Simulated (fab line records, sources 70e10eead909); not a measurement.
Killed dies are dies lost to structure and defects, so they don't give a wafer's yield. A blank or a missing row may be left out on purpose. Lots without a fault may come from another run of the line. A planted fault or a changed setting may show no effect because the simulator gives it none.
Problem report in the 8D (eight disciplines) form, filled by code | flow nand_harc | the parts of the form that need people (team, actions taken, sign-off) are left out

1. THE PROBLEM
killed_at_periphery at NHARC_END_SORT_01 reads a mean of 232 on 1 wafer of 1 lot; wafers without a fault read 4 with a standard deviation of 3.2. That is +71 standard deviations from the usual mean.
First seen on wafer L123.2, day 33 14:19, on prober-02. The record holds 3 wafers of 1 lot with a number at this step. Rule for "out", or "out of limits": more than 4 standard deviations from the usual mean. The other wafers with a number count as sound.

2. WHAT IT IS AND WHAT IT IS NOT
question                    | is                               | is not
which readings at this step | killed_at_periphery, killed_dies | killed_at_array, killed_at_other, killed_open, killed_short
which lots                  | L123                             | -
which wafers of those lots  | L123.2                           | L123.1, L123.5
read on which gauges        | prober-02                        | -
when                        | from day 33 14:19                | up to then (1 sound wafer); but 1 sound wafer of L123 came after

3. SUSPECTS, AND WHAT RULES EACH OUT
Counting: a tool at a process step up to the reading stays a suspect if it ran every lot that is out. Sound lots after the first of them don't rule it out here, since some wafers of a struck lot are sound.
- the gauge at NHARC_END_SORT_01: ruled out. All the wafers that are out were read on prober-02, but those of them that NHARC_P_STI_ETCH_31 has rows for are out there too, on other tools.
- rie_diel-13 at NHARC_P_ZERO_WELL_DESCUM_39 (chemistry O2, time 3 s): kept. It ran the lot that is out, L123 (day 10 08:15).
- rie_diel-12 at NHARC_P_ZERO_WELL_DESCUM_54 (chemistry O2, time 3 s): kept. It ran the lot that is out, L123 (day 10 09:55).
- rie_diel-05 at NHARC_P_STI_ETCH_42 (etches the open film in N2/H2, target depth 80 nm, overetch 24 nm, time 61 s): kept. It ran the lot that is out, L123 (day 11 07:05).
- rie_diel-05 at NHARC_P_STI_ETCH_31 (etches the open film in CF4/CHF3, target depth 108.9 nm, time 54.5 s): kept. It ran the lot that is out, L123 (day 11 07:10). Its own readings are out on those wafers: run_length_s.
- Within rie_diel-13 at NHARC_P_ZERO_WELL_DESCUM_39: the wafers that are out ran in chamber 3; their sound lot-mates ran in chambers 0, 2.
- Within rie_diel-12 at NHARC_P_ZERO_WELL_DESCUM_54: the wafers that are out ran in chamber 3; their sound lot-mates ran in chambers 0, 2.
- Within rie_diel-05 at NHARC_P_STI_ETCH_42: the wafers that are out ran in chamber 0; their sound lot-mates ran in chambers 1, 3.
- Within rie_diel-05 at NHARC_P_STI_ETCH_31: the wafers that are out ran in chamber 0; their sound lot-mates ran in chambers 1, 3.
Left after counting: rie_diel-13 at NHARC_P_ZERO_WELL_DESCUM_39, rie_diel-12 at NHARC_P_ZERO_WELL_DESCUM_54, rie_diel-05 at NHARC_P_STI_ETCH_42, rie_diel-05 at NHARC_P_STI_ETCH_31.

4. THE CAUSE (what the simulator had put in)
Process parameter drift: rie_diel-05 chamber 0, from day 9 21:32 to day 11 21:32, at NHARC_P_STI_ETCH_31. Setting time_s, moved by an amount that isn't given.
Counting left 4 suspects, and this tool is among them.

5. THE CHAIN OF EFFECTS, in route order
Each row: a reading whose mean over the struck wafers that have a number lies more than 3 standard deviations from the usual. Only readings for which the record gives a usual standard deviation are gone through. hours: the time from each lot's start at the first step in this table that gives one to its start at this step, as a median over the lots. sigmas: the change in usual standard deviations.
hours | step                | reading             | usual  | on struck wafers | change | sigmas
0     | NHARC_P_STI_ETCH_31 | run_length_s        | 75.7 s | 64.7             | -11.0  | -34
535   | NHARC_END_SORT_01   | killed_at_periphery | 4      | 232              | +228   | +71
535   | NHARC_END_SORT_01   | killed_dies         | 57     | 301              | +244   | +14
The process steps in it:
- NHARC_P_STI_ETCH_31: etches the open film in CF4/CHF3, target depth 108.9 nm, time 54.5 s.

6. WHAT WOULD HAVE CAUGHT IT SOONER
In this record the first reading out of limits at a measuring or inspecting step was taken at day 33 14:19, 569 hours after the fault began at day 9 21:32.
The tool's own readings at NHARC_P_STI_ETCH_31 were out on every struck wafer that the step has a row for (run_length_s): an alarm limit on them would have fired on the first of those.
All the lots that are out (1) had begun NHARC_P_STI_ETCH_31 on rie_diel-05 by day 33 14:19. A hold on the tool at that time would have spared none of them.
